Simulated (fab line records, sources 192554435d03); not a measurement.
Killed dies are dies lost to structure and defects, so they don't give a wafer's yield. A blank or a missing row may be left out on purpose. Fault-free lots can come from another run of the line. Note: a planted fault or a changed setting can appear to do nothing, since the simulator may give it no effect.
Chamber matching ; flow n5Finfet ; 3 sister chambers for N5_HKMG_FIN_ALD_36 on aldMetal-04
The step deposits TiN, target thk 1 nm, pulse time 1 s, purge time 3 s. 6 wafers are shown with their chamber, then 4 later ones without.

## EACH WAFER AND ITS CHAMBER
wafer;chamber;heaterPowerW (W);precursorPulseHeightRel
L754.1;2;858;0.987
L754.3;1;795;1.011
L755.2;2;823;0.944
L755.6;3;818;0.970
L761.1;1;807;1.003
L761.2;3;826;0.945

## WAFERS WITHOUT THEIR CHAMBER
wafer;heaterPowerW (W);precursorPulseHeightRel
L763.1;844;1.027
L763.3;810;1.017
L763.4;813;0.984
L767.1;791;1.019

## CHAMBER TAKEN BY EACH
wafer;from the rows above;in truth
L763.1;can't be placed: 1 or 2 or 3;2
L763.3;1;1
L763.4;can't be placed: 1 or 3 or 2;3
L767.1;1;1
Correctly placed: 2 of 4. These rows do not allow placing 2 (true chamber among the candidates in 2). 0 placed wrongly.
How it was worked out, from the rows above alone: a wafer's distance from a chamber is the root of the sum, over the readings, of the square of ((its reading less the chamber's mean) divided by the reading's scatter). If the next closest chamber is less than 2 further off than the closest, the wafer can't be placed; otherwise it belongs to the closest. The mean given for a chamber averages the wafers shown for that chamber. The scatter: take each reading less its chamber's mean, square it, sum over the shown wafers, divide by the number of wafers less the number of chambers, and take the root.
